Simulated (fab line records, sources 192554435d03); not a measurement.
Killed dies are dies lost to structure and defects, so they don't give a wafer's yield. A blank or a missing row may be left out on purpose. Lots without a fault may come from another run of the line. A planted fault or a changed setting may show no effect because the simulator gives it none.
Problem report in the 8D (eight disciplines) form, filled by code | flow n5_finfet | the parts of the form that need people (team, actions taken, sign-off) are left out

1. THE PROBLEM
raw_defect_count at N5_BEOL_M10_INSPECT_13 reads a mean of 1227 on 6 wafers of 2 lots; wafers without a fault read 447 with a standard deviation of 110. That is +7.1 standard deviations from the usual mean.
The step: inspects for defects (brightfield).
First seen on wafer L407.2, day 14 04:00, on defect_inspect-02. The record holds 33 wafers of 11 lots with a number at this step. Rule for "out", or "out of limits": more than 4 standard deviations from the usual mean. The other wafers with a number count as sound.

2. WHAT IT IS AND WHAT IT IS NOT
question                    | is                                   | is not
which readings at this step | raw_defect_count                     | -
which lots                  | L404, L407                           | L394, L396, L398, L401, L410, L411, L412, L413, L414
which wafers of those lots  | all that have a number               | -
read on which gauges        | defect_inspect-01, defect_inspect-02 | -
when                        | from day 14 04:00                    | up to then (12 sound wafers); but 15 sound wafers of L410, L411, L412, L413, L414 came after

3. SUSPECTS, AND WHAT RULES EACH OUT
Counting: a tool at a process step up to the reading stays a suspect if it ran every lot that is out and no sound lot after the first of them.
- the gauge at N5_BEOL_M10_INSPECT_13: ruled out. The wafers that are out were read on 2 gauges (defect_inspect-01, defect_inspect-02).
- pvd_sputter-01 at N5_BEOL_M10_HM_DEP_02 (deposits TiN, target thk 20 nm): kept. It ran every lot that is out, first L407 (day 14 03:27), and no sound lot after that; its last sound lot up to then is L401 (day 12 16:19).
Left after counting: pvd_sputter-01 at N5_BEOL_M10_HM_DEP_02.

4. THE CAUSE (what the simulator had put in)
Chamber particle source: pvd_sputter-01, from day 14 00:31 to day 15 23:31, at N5_BEOL_M10_HM_DEP_02. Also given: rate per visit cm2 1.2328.
Counting left only this tool.

5. THE CHAIN OF EFFECTS, in route order
Each row: a reading whose mean over the struck wafers that have a number lies more than 3 standard deviations from the usual. Only readings for which the record gives a usual standard deviation are gone through. hours: the time from each lot's start at the first step in this table that gives one to its start at this step, as a median over the lots. sigmas: the change in usual standard deviations.
hours | step                    | reading              | usual  | on struck wafers | change | sigmas
0     | N5_BEOL_M10_INSPECT_13  | raw_defect_count     | 447    | 1227             | +780   | +7.1
68    | N5_PASSIVATION_PROBE_49 | defect_limited_yield | 91.4 % | 81.0             | -10.5  | -7.5
68    | N5_PASSIVATION_PROBE_49 | killed_at_M4_up      | 13     | 144              | +132   | +25
68    | N5_PASSIVATION_PROBE_49 | killed_dies          | 102    | 225              | +123   | +7.2
68    | N5_PASSIVATION_PROBE_49 | sort_bin_5_function  | 5.1 %  | 11.7             | +6.6   | +6.7
68    | N5_PASSIVATION_PROBE_49 | sort_n_pass          | 1077   | 955              | -122   | -5.8
68    | N5_PASSIVATION_PROBE_49 | sort_yield_pct       | 91.3 % | 81.0             | -10.3  | -6.1
The process steps in it:
- N5_PASSIVATION_PROBE_49

6. WHAT WOULD HAVE CAUGHT IT SOONER
In this record the first reading out of limits at a measuring or inspecting step was taken at day 14 04:00, 3 hours after the fault began at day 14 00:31.
Of the tool readings at N5_BEOL_M10_HM_DEP_02 for which the record gives a usual standard deviation, none was out on any struck wafer, so an alarm limit of 4 standard deviations on them would not have fired.
All the lots that are out (2) had begun N5_BEOL_M10_HM_DEP_02 on pvd_sputter-01 by day 14 04:00. A hold on the tool at that time would have spared none of them.
